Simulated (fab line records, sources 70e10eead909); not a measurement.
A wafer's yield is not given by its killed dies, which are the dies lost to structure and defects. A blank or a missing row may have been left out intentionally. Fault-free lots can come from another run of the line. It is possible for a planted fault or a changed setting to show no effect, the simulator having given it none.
The tool behind it: which one? + flow nandHarc + 12 lots with 36 wafers sampled at 6 steps, on a route of 1159 steps

## WHAT THE GAUGES SHOWED, per wafer
NHARC_P_START_INSPECT_01.
| lot  | measured    | on               | rawDefectCount |
|------|-------------|------------------|----------------|
| L414 | day 1 12:03 | defectInspect-01 | 7 4 2          |
| L415 | day 1 18:02 | defectInspect-01 | 2 3 0          |
| L417 | day 2 06:02 | defectInspect-02 | 7 2 4          |
| L419 | day 2 18:02 | defectInspect-02 | 6 3 6          |
| L421 | day 3 06:02 | defectInspect-02 | 1 3 3          |
| L430 | day 5 12:02 | defectInspect-01 | 2 2 7          |
| L431 | day 5 18:02 | defectInspect-02 | 2 1 6          |
| L432 | day 6 00:02 | defectInspect-02 | 4 2 4          |
| L433 | day 6 06:02 | defectInspect-02 | 1 1 4          |
| L435 | day 6 18:02 | defectInspect-02 | 4 4 1          |
| L436 | day 7 00:02 | defectInspect-02 | 3 5 2          |
| L437 | day 7 06:02 | defectInspect-02 | 2 2 5          |

NHARC_P_ZERO_WELL_CD_MEAS_52: target cd 2000 nm.
| lot  | measured    | on       | cdNm (nm)            |
|------|-------------|----------|----------------------|
| L414 | day 1 17:47 | cdSem-03 | 1998.8 1999.1 1997.8 |
| L415 | day 1 23:22 | cdSem-01 | 1998.9 1999.4 2000.0 |
| L417 | day 2 11:55 | cdSem-02 | 2001.5 2003.1 2001.2 |
| L419 | day 2 23:50 | cdSem-03 | 1712.3 1711.4 1710.2 |
| L421 | day 3 11:44 | cdSem-01 | 1998.1 2001.2 1997.7 |
| L430 | day 5 17:46 | cdSem-03 | 2003.2 2003.4 2001.6 |
| L431 | day 5 23:58 | cdSem-03 | 2002.7 2000.8 1998.9 |
| L432 | day 6 05:52 | cdSem-02 | 1999.8 2004.4 1999.9 |
| L433 | day 6 11:44 | cdSem-01 | 2000.0 2000.6 2000.8 |
| L435 | day 6 23:54 | cdSem-02 | 1998.9 2000.3 1996.5 |
| L436 | day 7 05:51 | cdSem-03 | 2003.2 2000.5 2002.9 |
| L437 | day 7 11:30 | cdSem-01 | 2002.2 1998.0 1998.6 |

NHARC_END_SORT_01.
| lot  | measured     | on        | killedAtArray | killedAtOther | killedAtPeriphery | killedDies  | killedOpen | killedShort |
|------|--------------|-----------|---------------|---------------|-------------------|-------------|------------|-------------|
| L419 | day 21 00:33 | prober-01 | 23 27 30      | 0 0 0         | 129 112 113       | 152 139 143 | 3 5 4      | 2 1 2       |

## WHICH TOOL RAN EACH LOT (tool, then ch and the chambers of the sampled wafers, then the start)
| lot  | NHARC_P_ZERO_WELL_EXPOSE_49     | NHARC_P_STI_ETCH_42              | NHARC_P_STI_ETCH_31                        |
|------|---------------------------------|----------------------------------|--------------------------------------------|
| L414 | krfScanner-02 ch 0, day 1 17:38 | rieDiel-09 ch 1,2,3, day 2 08:02 | rieDiel-09 ch 1,2,3, no start              |
| L415 | krfScanner-02 ch 0, day 1 23:13 | rieDiel-13 ch 0,2,3, day 2 17:20 | rieDiel-13 ch 0,3, no start                |
| L417 | krfScanner-02 ch 0, day 2 11:46 | rieDiel-09 ch 0,1,2, day 3 02:16 | rieDiel-09 ch 0,1,2, no start              |
| L419 | krfScanner-03 ch 0, day 2 23:40 | rieDiel-09 ch 1,2,3, day 3 17:29 | rieDiel-09 ch 0,3, day 21 00:33 or earlier |
| L421 | krfScanner-02 ch 0, day 3 11:35 | rieDiel-13 ch 1,2,3, day 4 06:28 | rieDiel-13 ch 1,2,3, no start              |
| L430 | krfScanner-02 ch 0, day 5 17:37 | rieDiel-09 ch 0,2,3, day 6 09:01 | rieDiel-09 ch 1,2, no start                |
| L431 | krfScanner-03 ch 0, day 5 23:48 | rieDiel-03 ch 0,1,2, day 6 18:07 | rieDiel-03 ch 0,1,2, no start              |
| L432 | krfScanner-02 ch 0, day 6 05:43 | rieDiel-13 ch 0,1,2, day 7 00:12 | rieDiel-13 ch 1,2, no start                |
| L433 | krfScanner-03 ch 0, day 6 11:35 | rieDiel-13 ch 0,1,3, day 7 05:13 | rieDiel-13 ch 0,2,3, no start              |
| L435 | krfScanner-01 ch 0, day 6 23:44 | rieDiel-09 ch 0,1,3, day 7 17:31 | rieDiel-09 ch 1,2,3, no start              |
| L436 | krfScanner-03 ch 0, day 7 05:41 | rieDiel-09 ch 0,2,3, day 8 00:03 | rieDiel-09 ch 0,2,3, no start              |
| L437 | krfScanner-02 ch 0, day 7 11:20 | rieDiel-09 ch 0,1,3, day 8 06:51 | rieDiel-09 ch 0,2,3, no start              |
- NHARC_P_ZERO_WELL_EXPOSE_49: exposes mask P HVPW, target cd 2000 nm.
- NHARC_P_STI_ETCH_42: etches the open film in N2/H2, target depth 80 nm, overetch 24 nm, time 61 s.
- NHARC_P_STI_ETCH_31: etches the open film in CF4/CHF3, target depth 108.9 nm, time 54.5 s.

## AS READ BY THE TOOLS THEMSELVES (means over the sampled wafers that have a number; for cases with no such wafer, the mark the record gives instead)
NHARC_P_STI_ETCH_42.
| lot  | tool       | drypumpMotorCurrentA (A) | oesProductAu (a.u.) | rfVppV (V) | showerheadPlenumPTorr (Torr) | throttleValvePct (%) |
|------|------------|--------------------------|---------------------|------------|------------------------------|----------------------|
| L414 | rieDiel-09 | 5.3                      | 1.004               | 428.1      | 1.94                         | 14.163               |
| L415 | rieDiel-13 | 5.4                      | 1.007               | 431.3      | 2.10                         | 14.178               |
| L417 | rieDiel-09 | 5.6                      | 1.007               | 428.1      | 1.96                         | 14.168               |
| L419 | rieDiel-09 | 5.3                      | 0.998               | 429.1      | 1.94                         | 14.176               |
| L421 | rieDiel-13 | 5.7                      | 1.003               | 431.8      | 2.08                         | 14.171               |
| L430 | rieDiel-09 | 5.6                      | 1.009               | 428.5      | 1.97                         | 14.166               |
| L431 | rieDiel-03 | 5.6                      | 0.994               | 428.6      | 2.00                         | 14.170               |
| L432 | rieDiel-13 | 5.4                      | 1.004               | 432.8      | 2.12                         | 14.175               |
| L433 | rieDiel-13 | 5.5                      | 1.017               | 432.0      | 2.09                         | 14.168               |
| L435 | rieDiel-09 | 5.3                      | 1.008               | 427.8      | 1.95                         | 14.163               |
| L436 | rieDiel-09 | 5.6                      | 1.002               | 428.9      | 1.97                         | 14.160               |
| L437 | rieDiel-09 | 5.3                      | 1.001               | 428.4      | 1.95                         | 14.177               |

NHARC_P_STI_ETCH_31.
| lot  | tool       | drypumpMotorCurrentA (A) | oesProductAu (a.u.) | rfVppV (V) | showerheadPlenumPTorr (Torr) | throttleValvePct (%) |
|------|------------|--------------------------|---------------------|------------|------------------------------|----------------------|
| L414 | rieDiel-09 | 5.3                      | 0.920               | 367.8      | 1.50                         | 16.793               |
| L415 | rieDiel-13 | 5.6                      | 0.975               | 371.5      | 1.59                         | 16.802               |
| L417 | rieDiel-09 | 5.6                      | 0.967               | 368.8      | 1.52                         | 16.802               |
| L419 | rieDiel-09 | 5.2                      | 0.953               | 368.7      | 1.51                         | 16.810               |
| L421 | rieDiel-13 | 5.7                      | 0.921               | 371.0      | 1.60                         | 16.812               |
| L430 | rieDiel-09 | 5.6                      | 0.968               | 367.9      | 1.51                         | 16.809               |
| L431 | rieDiel-03 | 5.6                      | 0.968               | 369.3      | 1.55                         | 16.807               |
| L432 | rieDiel-13 | 5.7                      | 0.965               | 371.1      | 1.62                         | 16.808               |
| L433 | rieDiel-13 | 5.4                      | 0.970               | 371.4      | 1.61                         | 16.802               |
| L435 | rieDiel-09 | 5.3                      | 0.925               | 368.7      | 1.50                         | 16.795               |
| L436 | rieDiel-09 | 5.6                      | 0.969               | 369.5      | 1.52                         | 16.799               |
| L437 | rieDiel-09 | 5.6                      | 0.974               | 368.2      | 1.52                         | 16.809               |

## THE ANSWER, worked out from the rows above alone
Rule: the lots themselves supply what counts as usual. The widest of any qualifying gaps counts: lots, ordered by their means at a reading, are off when they make up no more than a third of the lots, leave a main group of 4 or more, and stand apart from it by 3 or more times the standard deviation of that group's means. A main group whose means are all the same, to the digits that the tables above print for the reading, isn't used. Also off: a lot with no number at a reading for which 4 or more lots have one. Where the step has rows for the other lots, those lots are counted as sound. Order of review: gauges by route order, followed by the tools' own readings, for which a lot's mean as printed above is used. At the first step where some lot is off, the reading lying furthest off is the one used; lots without a number count as furthest.
Off, at NHARC_P_ZERO_WELL_CD_MEAS_52 on cdNm: L419. The main group: mean 2000.4 nm, standard deviation 1.4.
If a tool, at a process step before that reading, ran all the lots that are off and no sound lot after the first of them, it fits. Not tried: the gauges at NHARC_P_ZERO_WELL_CD_MEAS_52; whatever is off there is also off at NHARC_P_STI_ETCH_31, on other tools, and gauge error can't account for it. None of those tried fits.

## WHAT THE SIMULATOR HAD PUT IN
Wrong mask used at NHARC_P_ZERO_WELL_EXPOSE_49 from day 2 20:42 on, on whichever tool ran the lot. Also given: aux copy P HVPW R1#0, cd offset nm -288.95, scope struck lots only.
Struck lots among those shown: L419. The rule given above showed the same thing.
